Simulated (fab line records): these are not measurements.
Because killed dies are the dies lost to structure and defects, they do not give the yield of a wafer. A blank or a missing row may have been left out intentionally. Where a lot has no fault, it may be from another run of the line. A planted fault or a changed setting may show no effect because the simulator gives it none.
fab line records | flow n5-finfet
record: lots: 8 | wafers: 24 | last-day: 21
route steps=1938 shown MOL_CONTACT_COAG@528 BEOL_M4@1111 PASSIVATION@1936
lots untouched by any fault: they come from a run of this same line in which no faults occurred
start-h: start of the lot's first displayed wafer, in hours after the record's first day | wait-h: time in hours since the lot's previous step | " the same as in the row above | L1.1+2: a row that stands for several wafers | - no value, or no start was given | * or withheld: withheld | < > ~ a bound
route shown NAME@n: NAME is a module with steps in the file, n the number in the route of the first one | usual: average and standard deviation across the fault-free wafers | same: alike in all rows | chamber/n: place in a boat | sites: readings site by site | _std_site: the standard deviation of these | _edge_site: outer sites' mean less inner sites' | radius-mm: how far each site lies from the wafer's centre | mask NAME#n: copy n | behind: the tool/chamber that last shaped the wafer | hold: why the lot went on hold/how many hours it stayed there/how the hold came to an end | device: the transistor (n, p or np) that didn't switch | end of line: tests of these same wafers at the route's end | where a step has no rows: the recipe by itself | killed: the dies lost at the first sort to structure and to defects; this is not the yield of the wafer | map: the dies of a wafer, with x for killed, . for not killed, _ for no die there
set.NAME: the run value of the setting; set.NAME@STEP: its run value at that earlier step | model.NAME: the simulator's own value behind a step, which no gauge read
a sample of lots followed through the steps of the route, with each step as a table and each wafer as a row
services: from which hour (start-h, from the record's first day; less than 0 if before it) a tool's chamber was out of use, for how many hours, and why
== steps ==
step: N5_MOL_CONTACT_COAG_INSPECT_10
recipe: mode: adi | inspect-instrument: brightfield
usual: raw-defect-count: 67/25
lot.wafer | tool              | chamber | start-h | wait-h | raw-defect-count
L624.3    | defect-inspect-02 | -       | 125.03  | 0.0    | 54
L624.4    | "                 | -       | "       | "      | 107
L624.5    | "                 | -       | "       | "      | 92
L629.1    | defect-inspect-01 | -       | 155.64  | 0.1    | 43
L629.2    | "                 | -       | "       | "      | 31
L629.6    | "                 | -       | "       | "      | 89
L630.3    | defect-inspect-01 | -       | 161.31  | 0.0    | 110
L630.5    | "                 | -       | "       | "      | 83
L630.6    | "                 | -       | "       | "      | 70
L635.1    | defect-inspect-01 | -       | 188.24  | 0.1    | 40
L635.2    | "                 | -       | "       | "      | 57
L635.3    | "                 | -       | "       | "      | 40
L636.1    | defect-inspect-02 | -       | 197.44  | 0.1    | 62
L636.2    | "                 | -       | "       | "      | 60
L636.5    | "                 | -       | "       | "      | 57
L639.4    | defect-inspect-01 | -       | 214.35  | 0.0    | 114
L639.5    | "                 | -       | "       | "      | 62
L639.6    | "                 | -       | "       | "      | 55
L640.3    | defect-inspect-02 | -       | 221.62  | 0.0    | 61
L640.4    | "                 | -       | "       | "      | 57
L640.6    | "                 | -       | "       | "      | 80
L641.3    | defect-inspect-02 | -       | 231.25  | 0.0    | 81
L641.4    | "                 | -       | "       | "      | 115
L641.5    | "                 | -       | "       | "      | 106
step: N5_MOL_CONTACT_COAG_ETCH_15
recipe: chemistry: CH3F/O2 | target: SiNx | target-depth-a: 70 | mask-material: SOC | stop-on: Si:P | over-etch-frac: 0.75 | ion-energy-ev: 120 | pressure-mtorr: 30 | source-w: 395 | bias-w: 73 | Ar_flow_sccm: 150 | CH3F_flow_sccm: 30 | O2_flow_sccm: 20
usual: CH3F_flow_sccm: 30.01/0.087 | O2_flow_sccm: 20.00/0.056 | drypump-motor-current-A: 5.7/0.39 | oes_ar_750_au: 0.77/0.081 | oes_o_777_au: 0.77/0.079 | oes-product-au: 0.56/0.061 | rf-vpp-V: 297.7/3 | showerhead-plenum-p-Torr: 2.01/0.076 | throttle-valve-pct: 16.42/0.13
lot.wafer | tool        | chamber | start-h | wait-h | CH3F_flow_sccm | O2_flow_sccm | drypump-motor-current-A | oes_ar_750_au | oes_o_777_au | oes-product-au | rf-hours-counter-h | rf-vpp-V | showerhead-plenum-p-Torr | throttle-valve-pct
L624.3    | rie-diel-02 | 0       | 125.28  | 0.0    | 30.03          | 19.93        | 5.6                     | 0.73          | 0.73         | 0.53           | 175                | 300.2    | 1.92                     | 16.30
L624.4    | "           | 1       | "       | "      | 30.08          | 20.04        | 5.7                     | 0.76          | 0.77         | 0.56           | 147                | 297.0    | 2.08                     | 16.30
L624.5    | "           | 3       | "       | "      | 30.09          | 20.03        | 5.6                     | 0.78          | 0.78         | 0.58           | -                  | 296.0    | 1.93                     | 16.46
L629.1    | rie-diel-05 | 3       | 155.90  | 0.0    | 30.10          | 19.99        | 6.6                     | 0.72          | 0.73         | 0.53           | 183                | 295.7    | 2.07                     | 16.47
L629.2    | "           | 2       | "       | "      | 30.01          | 20.12        | 5.8                     | 0.71          | 0.71         | 0.52           | 215                | 293.9    | 2.06                     | 16.73
L629.6    | "           | 3       | "       | "      | 29.98          | 19.98        | 6.6                     | 0.72          | 0.73         | 0.53           | -                  | 295.7    | 2.07                     | 16.46
L630.3    | rie-diel-02 | 1       | 162.04  | 0.0    | 29.91          | 19.99        | 5.7                     | 0.76          | 0.76         | 0.55           | 161                | 296.2    | 2.08                     | 16.35
L630.5    | "           | 2       | "       | "      | 30.09          | 20.04        | 5.7                     | 0.82          | 0.81         | 0.59           | -                  | 301.2    | 2.10                     | 16.36
L630.6    | "           | 1       | "       | "      | 30.03          | 19.96        | 5.7                     | 0.76          | 0.76         | 0.54           | -                  | 296.8    | 2.08                     | 16.33
L635.1    | rie-diel-02 | 0       | 188.69  | 0.0    | -              | -            | -                       | -             | -            | -              | -                  | -        | -                        | -
L635.2    | "           | 2       | "       | "      | -              | -            | -                       | -             | -            | -              | -                  | -        | -                        | -
L635.3    | "           | 3       | "       | "      | -              | -            | -                       | -             | -            | -              | -                  | -        | -                        | -
L636.1    | rie-diel-04 | 0       | 197.69  | 0.0    | -              | -            | -                       | -             | -            | -              | -                  | -        | -                        | -
L636.2    | "           | 1       | "       | "      | -              | -            | -                       | -             | -            | -              | -                  | -        | -                        | -
L636.5    | "           | 3       | "       | "      | -              | -            | -                       | -             | -            | -              | -                  | -        | -                        | -
L639.4    | rie-diel-02 | 2       | 214.60  | 0.0    | 30.03          | 20.01        | 5.6                     | 0.79          | 0.79         | 0.58           | 108                | 300.6    | 2.09                     | 16.39
L639.5    | "           | 3       | "       | "      | 29.97          | 19.98        | 5.6                     | 0.75          | 0.76         | 0.56           | -                  | 295.9    | 1.92                     | 16.53
L639.6    | "           | 2       | "       | "      | 30.20          | 19.94        | 5.6                     | 0.79          | 0.79         | 0.58           | -                  | 303.3    | 2.09                     | 16.40
L640.3    | rie-diel-02 | 1       | 221.88  | 0.0    | 29.88          | 19.91        | 5.7                     | 0.73          | 0.74         | 0.54           | 181                | 298.1    | 2.07                     | 16.37
L640.4    | "           | 0       | "       | "      | 30.08          | 20.07        | 5.6                     | 0.72          | 0.71         | 0.52           | 207                | 298.1    | 1.90                     | 16.36
L640.6    | "           | 2       | "       | "      | 30.00          | 20.04        | 5.7                     | 0.79          | 0.79         | 0.58           | -                  | 300.3    | 2.09                     | 16.41
L641.3    | rie-diel-02 | 3       | 231.98  | 0.0    | 29.99          | 20.07        | 5.6                     | 0.75          | 0.75         | 0.56           | 162                | 294.3    | 1.91                     | 16.52
L641.4    | "           | 0       | "       | "      | 29.89          | 19.98        | 5.6                     | 0.70          | 0.70         | 0.52           | 210                | 297.9    | 1.90                     | 16.36
L641.5    | "           | 0       | "       | "      | 29.97          | 20.09        | 5.6                     | 0.71          | 0.71         | 0.52           | -                  | 298.5    | 1.90                     | 16.37
step: N5_MOL_CONTACT_COAG_ETCH_110
recipe: chemistry: CF4/O2 | target: Si | target-depth-a: 25 | time-s: 8 | pressure-mtorr: 100 | source-w: 200 | bias-w: 12 | ion-energy-ev: 60 | Ar_flow_sccm: 100 | cf4-flow-sccm: 100 | O2_flow_sccm: 10
usual: O2_flow_sccm: 10.00/0.033 | bias-w: 11.99/0.033 | drypump-motor-current-A: 5.7/0.4 | oes_ar_750_au: 0.77/0.081 | oes_o_777_au: 0.77/0.079 | oes-product-au: 0.77/0.086 | rf-vpp-V: 127.6/1.6 | showerhead-plenum-p-Torr: 2.23/0.08 | throttle-valve-pct: 10.85/0.19
lot.wafer | tool        | chamber | start-h | wait-h | O2_flow_sccm | bias-w | drypump-motor-current-A | oes_ar_750_au | oes_o_777_au | oes-product-au | rf-hours-counter-h | rf-vpp-V | showerhead-plenum-p-Torr | throttle-valve-pct
L624.3    | rie-diel-02 | 0       | 125.34  | 0.0    | 10.03        | 12.07  | 5.6                     | 0.73          | 0.73         | 0.73           | 175                | 127.9    | 2.14                     | 10.77
L624.4    | "           | 1       | "       | "      | 9.98         | 12.02  | 5.7                     | 0.77          | 0.77         | 0.76           | 147                | 129.0    | 2.31                     | 10.75
L624.5    | "           | 3       | "       | "      | 9.99         | 12.06  | 5.6                     | 0.78          | 0.78         | 0.78           | -                  | 127.4    | 2.15                     | 10.83
L629.1    | rie-diel-05 | 3       | 155.96  | 0.0    | 9.96         | 12.01  | 6.5                     | 0.73          | 0.73         | 0.72           | 183                | 126.3    | 2.30                     | 10.92
L629.2    | "           | 2       | "       | "      | 10.01        | 12.01  | 5.8                     | 0.72          | 0.72         | 0.70           | 215                | 126.4    | 2.28                     | 11.18
L629.6    | "           | 3       | "       | "      | 9.94         | 11.98  | 6.5                     | 0.72          | 0.74         | 0.72           | -                  | 126.4    | 2.30                     | 10.93
L630.3    | rie-diel-02 | 1       | 162.10  | 0.0    | 10.00        | 11.95  | 5.7                     | 0.75          | 0.76         | 0.75           | 161                | 127.9    | 2.31                     | 10.80
L630.5    | "           | 2       | "       | "      | 10.00        | 12.03  | 5.6                     | 0.81          | 0.80         | 0.81           | -                  | 127.6    | 2.33                     | 10.72
L630.6    | "           | 1       | "       | "      | 10.04        | 11.94  | 5.8                     | 0.76          | 0.75         | 0.75           | -                  | 127.7    | 2.31                     | 10.80
L635.1    | rie-diel-02 | 0       | 188.75  | 0.0    | 9.98         | 12.03  | 5.6                     | 0.71          | 0.72         | 0.71           | 196                | 126.9    | 2.13                     | 10.85
L635.2    | "           | 2       | "       | "      | 9.93         | 11.99  | 5.7                     | 0.80          | 0.80         | 0.80           | 101                | 127.8    | 2.32                     | 10.75
L635.3    | "           | 3       | "       | "      | 10.00        | 11.93  | 5.6                     | 0.76          | 0.76         | 0.76           | 149                | 126.2    | 2.14                     | 10.92
L636.1    | rie-diel-04 | 0       | 197.75  | 0.0    | 10.05        | 11.98  | 6.1                     | 0.94          | 0.94         | 0.96           | 9                  | 127.6    | 2.36                     | 10.44
L636.2    | "           | 1       | "       | "      | 9.95         | 12.03  | 5.6                     | 0.88          | 0.88         | 0.88           | 49                 | 127.7    | 2.17                     | 10.73
L636.5    | "           | 3       | "       | "      | 10.03        | 12.11  | 5.1                     | 0.69          | 0.70         | 0.69           | -                  | 127.9    | 2.27                     | 11.09
L639.4    | rie-diel-02 | 2       | 214.66  | 0.0    | 10.05        | 11.94  | 5.7                     | 0.79          | 0.79         | 0.79           | 108                | 128.8    | 2.32                     | 10.77
L639.5    | "           | 3       | "       | "      | 10.00        | 12.05  | 5.6                     | 0.75          | 0.76         | 0.75           | -                  | 126.5    | 2.13                     | 10.92
L639.6    | "           | 2       | "       | "      | 10.01        | 12.03  | 5.6                     | 0.79          | 0.79         | 0.80           | -                  | 130.2    | 2.32                     | 10.77
L640.3    | rie-diel-02 | 1       | 221.94  | 0.0    | 9.98         | 11.99  | 5.8                     | 0.74          | 0.75         | 0.73           | 181                | 126.7    | 2.30                     | 10.85
L640.4    | "           | 0       | "       | "      | 10.04        | 12.02  | 5.6                     | 0.71          | 0.71         | 0.70           | 207                | 129.4    | 2.12                     | 10.87
L640.6    | "           | 2       | "       | "      | 9.99         | 11.97  | 5.7                     | 0.79          | 0.79         | 0.78           | -                  | 127.9    | 2.32                     | 10.79
L641.3    | rie-diel-02 | 3       | 232.04  | 0.0    | 9.95         | 11.97  | 5.6                     | 0.75          | 0.75         | 0.75           | 162                | 125.6    | 2.13                     | 10.96
L641.4    | "           | 0       | "       | "      | 9.98         | 12.05  | 5.6                     | 0.71          | 0.71         | 0.71           | 210                | 130.0    | 2.12                     | 10.87
L641.5    | "           | 0       | "       | "      | 9.97         | 12.03  | 5.6                     | 0.71          | 0.70         | 0.70           | -                  | 128.4    | 2.12                     | 10.87
step: N5_MOL_CONTACT_COAG_CD_MEAS_99
recipe: target-cd-nm: 17.2 | polarity: opening
usual: cd-nm: 17.16/0.3
lot.wafer | tool      | chamber | start-h | wait-h | cd-nm
L624.3    | cd-sem-03 | -       | 125.46  | -      | 16.46
L624.4    | "         | -       | "       | "      | 17.25
L624.5    | "         | -       | "       | "      | 17.25
L629.1    | cd-sem-02 | -       | 156.08  | -      | 17.23
L629.2    | "         | -       | "       | "      | 17.35
L629.6    | "         | -       | "       | "      | 16.85
L630.3    | cd-sem-02 | -       | 162.22  | -      | 17.58
L630.5    | "         | -       | "       | "      | 17.54
L630.6    | "         | -       | "       | "      | 17.09
L635.1    | cd-sem-02 | -       | 188.87  | -      | -
L635.2    | "         | -       | "       | "      | -
L635.3    | "         | -       | "       | "      | -
L636.1    | cd-sem-03 | -       | 197.87  | -      | -
L636.2    | "         | -       | "       | "      | -
L636.5    | "         | -       | "       | "      | -
L639.4    | cd-sem-02 | -       | 214.78  | -      | 17.73
L639.5    | "         | -       | "       | "      | 17.01
L639.6    | "         | -       | "       | "      | 17.42
L640.3    | cd-sem-01 | -       | 222.06  | -      | 17.47
L640.4    | "         | -       | "       | "      | 17.68
L640.6    | "         | -       | "       | "      | 17.86
L641.3    | cd-sem-03 | -       | 232.16  | -      | 17.20
L641.4    | "         | -       | "       | "      | 17.10
L641.5    | "         | -       | "       | "      | 17.53
step: N5_MOL_CONTACT_COAG_CO_FILL_22
recipe: material: Co | target-thk-a: 200 | temp-c: 200 | precursor: CCTBA/H2 | pressure-torr: 30
usual: heater-power-outer-w: 128/11 | heater-power-w: 247/20
lot.wafer | tool      | chamber | start-h | wait-h | heater-power-outer-w | heater-power-w
L624.3    | cvd-co-01 | 2       | 127.76  | 0.1    | 121                  | 243
L624.4    | "         | 0       | "       | "      | 134                  | 248
L624.5    | "         | 2       | "       | "      | 124                  | 244
L629.1    | cvd-co-02 | 2       | 159.96  | 0.2    | 146                  | 276
L629.2    | "         | 1       | "       | "      | 119                  | 232
L629.6    | "         | 1       | "       | "      | 121                  | 219
L630.3    | cvd-co-01 | 0       | 165.64  | 0.1    | 137                  | 252
L630.5    | "         | 2       | "       | "      | 122                  | 241
L630.6    | "         | 0       | "       | "      | 134                  | 256
L635.1    | cvd-co-02 | 0       | 192.23  | 0.1    | 133                  | 278
L635.2    | "         | 2       | "       | "      | 141                  | 284
L635.3    | "         | 1       | "       | "      | 120                  | 226
L636.1    | cvd-co-01 | 1       | 199.96  | 0.1    | 114                  | 219
L636.2    | "         | 0       | "       | "      | 137                  | 258
L636.5    | "         | 1       | "       | "      | 115                  | 216
L639.4    | cvd-co-01 | 2       | 216.56  | 0.4    | 119                  | 247
L639.5    | "         | 0       | "       | "      | 135                  | 253
L639.6    | "         | 1       | "       | "      | 109                  | 221
L640.3    | cvd-co-01 | 2       | 223.54  | 0.1    | 121                  | 237
L640.4    | "         | 2       | "       | "      | 121                  | 242
L640.6    | "         | 0       | "       | "      | 136                  | 250
L641.3    | cvd-co-01 | 0       | 233.62  | 0.1    | 135                  | 257
L641.4    | "         | 0       | "       | "      | 137                  | 246
L641.5    | "         | 2       | "       | "      | 119                  | 241
step: N5_BEOL_M4_RC_MEAS_101
usual: DIBL_N: 36.3/1.1 | DIBL_P: 36.3/1.4 | IOFF_N: 0.155/0.019 | IOFF_P: 0.211/0.027 | ION_N: 672/8.5 | ION_P: 462/5.8 | SS_N: 71.5/0.56 | SS_P: 73.3/0.52 | VT_N: 249.9/2.5 | VT_P: -249.8/2.8
lot.wafer | tool      | chamber | start-h | wait-h | DIBL_N[mV/V] | DIBL_P[mV/V] | IOFF_N[nA/um] | IOFF_P[nA/um] | ION_N[uA/um] | ION_P[uA/um] | SS_N[mV/dec] | SS_P[mV/dec] | VT_N[mV] | VT_P[mV]
L624.3    | prober-01 | 0       | 257.20  | 0.3    | 38.0         | 36.8         | 0.165         | 0.207         | 667          | 454          | 71.7         | 73.4         | 248.1    | -253.2
L624.4    | "         | 0       | "       | "      | 37.0         | 36.1         | 0.151         | 0.196         | 676          | 456          | 70.8         | 72.4         | 249.1    | -252.9
L624.5    | "         | 0       | "       | "      | 37.8         | 36.5         | 0.166         | 0.200         | 680          | 455          | 71.3         | 73.5         | 249.3    | -253.1
L629.1    | prober-01 | 0       | 324.10  | 0.0    | 37.2         | 36.9         | 0.151         | 0.183         | 670          | 455          | 71.2         | 73.8         | 251.3    | -253.2
L629.2    | "         | 0       | "       | "      | 38.5         | 38.1         | 0.178         | 0.206         | 664          | 452          | 72.3         | 73.0         | 250.4    | -249.8
L629.6    | "         | 0       | "       | "      | 36.4         | 36.1         | 0.139         | 0.181         | 658          | 447          | 71.2         | 73.0         | 253.2    | -252.0
L630.3    | prober-01 | 0       | 335.78  | 0.3    | 34.7         | 33.6         | 0.137         | 0.184         | 666          | 458          | 70.4         | 72.8         | 250.3    | -251.3
L630.5    | "         | 0       | "       | "      | 36.8         | 35.7         | 0.175         | 0.211         | 667          | 453          | 71.2         | 73.8         | 248.7    | -250.6
L630.6    | "         | 0       | "       | "      | 35.3         | 34.6         | 0.146         | 0.197         | 665          | 458          | 70.7         | 73.1         | 248.0    | -250.7
L641.3    | prober-02 | 0       | 364.69  | 0.3    | 37.2         | 36.6         | 0.171         | 0.241         | 678          | 467          | 72.2         | 73.7         | 251.6    | -246.2
L641.4    | "         | 0       | "       | "      | 38.7         | 36.8         | 0.196         | 0.250         | 671          | 461          | 72.8         | 73.2         | 246.3    | -246.9
L641.5    | "         | 0       | "       | "      | 37.2         | 35.6         | 0.161         | 0.223         | 674          | 464          | 71.9         | 73.3         | 247.5    | -249.5
L639.4    | prober-01 | 0       | 368.66  | 0.5    | 34.9         | 37.6         | 0.168         | 0.241         | 668          | 470          | 70.4         | 73.3         | 247.3    | -247.3
L639.5    | "         | 0       | "       | "      | 34.3         | 36.8         | 0.150         | 0.235         | 673          | 472          | 71.7         | 73.1         | 249.5    | -244.4
L639.6    | "         | 0       | "       | "      | 34.9         | 36.6         | 0.157         | 0.232         | 665          | 465          | 71.8         | 72.6         | 251.7    | -248.7
L640.3    | prober-01 | 0       | 401.12  | 0.3    | 35.6         | 35.2         | 0.158         | 0.210         | 682          | 464          | 72.1         | 73.3         | 248.2    | -248.4
L640.4    | "         | 0       | "       | "      | 36.3         | 34.7         | 0.159         | 0.200         | 666          | 459          | 72.0         | 73.4         | 249.2    | -250.9
L640.6    | "         | 0       | "       | "      | 36.0         | 35.2         | 0.158         | 0.205         | 675          | 458          | 71.3         | 73.0         | 249.8    | -249.2
step: N5_PASSIVATION_PROBE_49
usual: defect-limited-yield: 91.4/1.2 | killed_at_M0_to_M3: 34/10 | killed_at_M4_up: 14/5.1 | killed-at-contacts: 12/6.4 | killed-at-front-end: 38/9.3 | killed-at-other: 4/3 | killed-dies: 102/15 | killed-on-rim: 13/3.6 | killed-open: 67/12 | killed-short: 33/6.9 | sort_bin_5_function: 5.0/0.86 | sort_bin_6_memory: 3.2/0.58 | sort-n-pass: 1078/15 | sort-yield-pct: 91.4/1.2
same: gross-dies: 1180 | killed-at-back-side: 0 | sort_bin_4_leakage[%]: 0 | sort_bin_8_speed[%]: 0
lot.wafer | tool      | chamber | start-h | wait-h | defect-limited-yield[%] | killed_at_M0_to_M3 | killed_at_M4_up | killed-at-contacts | killed-at-front-end | killed-at-other | killed-dies | killed-on-rim | killed-open | killed-short | sort_bin_5_function[%] | sort_bin_6_memory[%] | sort-n-pass | sort-yield-pct[%]
L630.3    | prober-01 | -       | 438.56  | 0.1    | 92.1                    | 30                 | 20              | 9                  | 30                  | 4               | 93          | 11            | 63          | 29           | 4.1                    | 3.4                  | 1087        | 92.1
L630.5    | prober-01 | -       | 438.66  | 0.2    | 91.4                    | 40                 | 10              | 13                 | 32                  | 6               | 101         | 16            | 61          | 34           | 4.9                    | 3.3                  | 1079        | 91.4
L630.6    | prober-01 | -       | 438.71  | 0.3    | 92.8                    | 23                 | 5               | 13                 | 37                  | 7               | 85          | 9             | 47          | 36           | 4.3                    | 2.8                  | 1095        | 92.8
L635.1    | prober-01 | -       | 485.54  | 0.0    | 0                       | 36                 | 19              | 1082               | 37                  | 6               | 1180        | 152           | 72          | 27           | 96.5                   | 3.2                  | 0           | 0
L635.2    | prober-01 | -       | 485.59  | 0.1    | 0                       | 23                 | 20              | 1102               | 34                  | 1               | 1180        | 152           | 74          | 21           | 96.8                   | 3.0                  | 0           | 0
L635.3    | prober-01 | -       | 485.64  | 0.1    | 0                       | 19                 | 16              | 1100               | 44                  | 1               | 1180        | 152           | 52          | 29           | 96.8                   | 2.8                  | 0           | 0
L636.1    | prober-01 | -       | 498.48  | 0.0    | 0                       | 40                 | 12              | 1094               | 31                  | 3               | 1180        | 152           | 75          | 25           | 95.7                   | 4.1                  | 0           | 0
L636.2    | prober-01 | -       | 498.53  | 0.1    | 0                       | 38                 | 13              | 1083               | 45                  | 1               | 1180        | 152           | 73          | 29           | 96.4                   | 3.2                  | 0           | 0
L636.5    | prober-01 | -       | 498.68  | 0.2    | 0                       | 33                 | 5               | 1080               | 61                  | 1               | 1180        | 152           | 80          | 25           | 96.5                   | 3.4                  | 0           | 0
killed by level:class
L630.3 BEOL_M4:geometric-particle:open=8 MOL_CONTACT_COAG:geometric-particle:open=8 BEOL_M2:geometric-particle:open=7 FIN_SAQP:geometric-particle:open=6 BEOL_M1:geometric-particle:open=6 BEOL_M0_SAQP:geometric-particle:open=5 BEOL_M0_SAQP:geometric-particle:short=5 FIN_SAQP:geometric-particle:short=4
L630.5 FIN_SAQP:geometric-particle:open=12 MOL_CONTACT_COAG:geometric-particle:open=10 FIN_SAQP:geometric-particle:short=9 BEOL_M0_SAQP:geometric-particle:short=8 BEOL_M2:geometric-particle:open=7 BEOL_M1:geometric-particle:open=6 BEOL_M3:geometric-particle:open=5 DUMMY_GATE:geometric-particle:open=4
L630.6 STI_FIN_REVEAL:geometric-particle:open=8 MOL_CONTACT_COAG:geometric-particle:open=8 BEOL_M1:geometric-particle:open=6 FIN_SAQP:geometric-particle:short=5 DUMMY_GATE:geometric-particle:open=5 MOL_CONTACT_COAG:geometric-particle:short=5 BEOL_M0_SAQP:geometric-particle:short=5 STARTING-WAFER:geometric-particle:short=5
L635.1 MOL_CONTACT_COAG:area-etch=1075 BEOL_M4:geometric-particle:open=10 DUMMY_GATE:geometric-particle:open=9 MOL_CONTACT_COAG:geometric-particle:open=7 BEOL_M3:geometric-particle:open=7 BEOL_M0_SAQP:geometric-particle:short=6 DUMMY_GATE:geometric-particle:short=5 GATE_CUT:geometric-particle:short=5
L635.2 MOL_CONTACT_COAG:area-etch=1084 MOL_CONTACT_COAG:geometric-particle:open=16 BEOL_M0_SAQP:geometric-particle:open=9 BEOL_M4:geometric-particle:open=9 BEOL_M2:geometric-particle:open=8 FIN_SAQP:geometric-particle:open=5 GATE_CUT:geometric-particle:open=5 STI_FIN_REVEAL:geometric-particle:open=5
L635.3 MOL_CONTACT_COAG:area-etch=1098 STI_FIN_REVEAL:geometric-particle:open=8 DUMMY_GATE:geometric-particle:open=8 BEOL_M4:geometric-particle:open=8 FIN_SAQP:geometric-particle:short=4 GATE_CUT:geometric-particle:open=4 GATE_CUT:geometric-particle:short=4 BEOL_M0_SAQP:geometric-particle:open=4
L636.1 MOL_CONTACT_COAG:area-etch=1079 MOL_CONTACT_COAG:geometric-particle:open=12 BEOL_M3:geometric-particle:open=12 STI_FIN_REVEAL:geometric-particle:open=11 BEOL_M2:geometric-particle:open=7 BEOL_M4:geometric-particle:open=6 DUMMY_GATE:geometric-particle:open=5 STI_FIN_REVEAL:geometric-particle:short=4
L636.2 MOL_CONTACT_COAG:area-etch=1076 STI_FIN_REVEAL:geometric-particle:open=18 BEOL_M3:geometric-particle:open=12 BEOL_M2:geometric-particle:open=10 MOL_CONTACT_COAG:geometric-particle:open=7 FIN_SAQP:geometric-particle:open=6 BEOL_M4:geometric-particle:open=6 STARTING-WAFER:geometric-particle:short=5
L636.5 MOL_CONTACT_COAG:area-etch=1073 STI_FIN_REVEAL:geometric-particle:open=28 BEOL_M3:geometric-particle:open=10 FIN_SAQP:geometric-particle:open=9 BEOL_M1:geometric-particle:open=8 FIN_SAQP:geometric-particle:short=6 MOL_CONTACT_COAG:geometric-particle:open=6 BEOL_M1:geometric-particle:short=3
== services ==
tool        | chamber | start-h | hours | kind
rie-diel-05 | 0       | 113.99  | -     | clean
rie-diel-05 | 0       | 113.99  | -     | consumable-replace:focus-ring
rie-diel-05 | 0       | 113.99  | 24.4  | scheduled-down
rie-diel-05 | 0       | 113.99  | 24.4  | vent-cycle
cvd-co-02   | 1       | 114.67  | -     | clean
cvd-co-02   | 1       | 114.67  | 22.0  | scheduled-down
cvd-co-02   | 1       | 114.67  | 22.0  | vent-cycle
rie-diel-05 | 1       | 126.71  | 2.8   | repair
rie-diel-05 | 2       | 144.20  | 3.8   | repair
rie-diel-04 | 0       | 157.01  | -     | clean
rie-diel-04 | 0       | 157.01  | -     | consumable-replace:focus-ring
rie-diel-04 | 0       | 157.01  | -     | consumable-replace:showerhead
rie-diel-04 | 0       | 157.01  | 20.0  | scheduled-down
rie-diel-04 | 0       | 157.01  | 20.0  | vent-cycle
rie-diel-05 | 1       | 157.39  | -     | clean
rie-diel-05 | 1       | 157.39  | -     | consumable-replace:focus-ring
rie-diel-05 | 1       | 157.39  | -     | consumable-replace:showerhead
cvd-co-01   | -       | 159.65  | 2.8   | pm
cvd-co-01   | -       | 167.18  | 8.9   | repair
rie-diel-05 | -       | 172.97  | 2.8   | pm
rie-diel-04 | 3       | 212.32  | -     | clean
rie-diel-04 | 3       | 212.32  | -     | consumable-replace:focus-ring
rie-diel-04 | 3       | 212.32  | 13.7  | scheduled-down
cvd-co-02   | 2       | 218.39  | 6.0   | repair
== key ==
first-sign: step: N5_MOL_CONTACT_COAG_ETCH_15 | reading: tool-record | direction: missing
effect: step: N5_MOL_CONTACT_COAG_CD_MEAS_99 | reading: cd-nm | direction: missing
effect: step: N5_PASSIVATION_PROBE_49 | reading: killed-at-contacts | direction: up | sigmas: 99+ | usual: 12 | struck: 1090
more-kills-born-at: N5_MOL_CONTACT_COAG_ETCH_15@rie-diel-02: 3257 | N5_MOL_CONTACT_COAG_ETCH_15@rie-diel-04: 3228
met-at N5_MOL_CONTACT_COAG_ETCH_15
struck-lots L635,L636
later-rows-left-out L635.1,L635.2,L635.3,L636.1,L636.2,L636.5
not-acting-at N5_MOL_CONTACT_COAG_INSPECT_10,N5_MOL_CONTACT_COAG_ETCH_110,N5_MOL_CONTACT_COAG_CO_FILL_22
onset-between 162.04 188.69
fault: kind: skipped-step-whole | tool: rie-diel-02,rie-diel-04 | chamber: - | onset-h: 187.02 | steps: N5_MOL_CONTACT_COAG_ETCH_15 | scope: struck-lots-only
later-rows-left-out: the simulator's readings of these wafers behind a module that went badly wrong aren't trusted and aren't shown, but for the sort
